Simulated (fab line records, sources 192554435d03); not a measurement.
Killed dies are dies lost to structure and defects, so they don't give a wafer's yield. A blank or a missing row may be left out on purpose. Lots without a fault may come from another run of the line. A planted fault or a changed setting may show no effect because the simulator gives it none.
Chamber matching | flow n5_finfet | N5_BEOL_M4_STRIP_66 on rie_diel-05: 4 sister chambers
The step strips in CF4. 22 wafers are shown with their chamber, then 11 later ones without.

WAFERS WITH THEIR CHAMBER
wafer  | chamber | showerhead_plenum_p_Torr (Torr) | drypump_motor_current_A (A) | throttle_valve_pct (%)
L074.2 | 1       | 1.74                            | 5.6                         | 13.3
L074.4 | 0       | 1.74                            | 4.8                         | 13.9
L074.5 | 3       | 1.86                            | 5.0                         | 13.8
L079.2 | 2       | 1.66                            | 5.7                         | 13.9
L079.3 | 0       | 1.74                            | 4.8                         | 13.9
L079.6 | 2       | 1.66                            | 5.7                         | 13.9
L080.3 | 0       | 1.74                            | 4.9                         | 13.9
L080.4 | 1       | 1.74                            | 5.6                         | 13.3
L080.6 | 2       | 1.66                            | 5.7                         | 13.9
L083.2 | 2       | 1.66                            | 5.7                         | 14.0
L083.5 | 3       | 1.85                            | 5.0                         | 13.8
L083.6 | 0       | 1.74                            | 4.9                         | 13.9
L091.2 | 2       | 1.66                            | 5.7                         | 14.0
L091.4 | 1       | 1.73                            | 5.6                         | 13.4
L091.6 | 2       | 1.66                            | 5.7                         | 14.0
L092.2 | 1       | 1.73                            | 5.5                         | 13.4
L092.4 | 0       | 1.73                            | 4.9                         | 14.0
L092.6 | 2       | 1.66                            | 5.7                         | 14.0
L093.2 | 0       | 1.73                            | 4.8                         | 14.0
L093.3 | 1       | 1.73                            | 5.6                         | 13.4
L093.5 | 1       | 1.73                            | 5.6                         | 13.4
L094.1 | 1       | 1.73                            | 5.6                         | 13.4

SIGNATURES (means of the wafers above)
reading                  | chamber 0 | chamber 1 | chamber 2 | chamber 3 | scatter within a chamber
showerhead_plenum_p_Torr | 1.7367    | 1.7329    | 1.6600    | 1.8550    | 0.00426
drypump_motor_current_A  | 4.850     | 5.586     | 5.700     | 5.000     | 0.0362
throttle_valve_pct       | 13.933    | 13.371    | 13.957    | 13.800    | 0.0499
Rule: a wafer's distance from a chamber is the root of the sum, over the readings, of the square of ((its reading less the chamber's mean) divided by the reading's scatter). The wafer belongs to the nearest chamber; if the next one is less than 2 further off, it can't be placed. The scatter: the root of (the sum of the squares of (reading less its chamber's mean) over the shown wafers, divided by (wafers less chambers)).

WAFERS WITHOUT THEIR CHAMBER
wafer  | showerhead_plenum_p_Torr (Torr) | drypump_motor_current_A (A) | throttle_valve_pct (%)
L094.2 | 1.65                            | 5.7                         | 14.0
L094.3 | 1.73                            | 4.9                         | 14.0
L094.4 | 1.65                            | 5.7                         | 14.0
L094.5 | 1.73                            | 5.6                         | 13.4
L094.6 | 1.73                            | 4.9                         | 14.0
L097.1 | 1.65                            | 5.7                         | 14.0
L097.2 | 1.73                            | 4.9                         | 14.0
L097.3 | 1.73                            | 5.6                         | 13.4
L097.4 | 1.73                            | 4.9                         | 14.0
L097.5 | 1.65                            | 5.7                         | 14.0
L097.6 | 1.73                            | 5.5                         | 13.4

WHICH CHAMBER EACH WENT THROUGH
wafer  | from the rows above | in truth
L094.2 | 2                   | 2
L094.3 | 0                   | 0
L094.4 | 2                   | 2
L094.5 | 1                   | 1
L094.6 | 0                   | 0
L097.1 | 2                   | 2
L097.2 | 0                   | 0
L097.3 | 1                   | 1
L097.4 | 0                   | 0
L097.5 | 2                   | 2
L097.6 | 1                   | 1
Placed correctly: 11 of 11. Can't be placed from these rows: 0. Placed wrongly: 0.
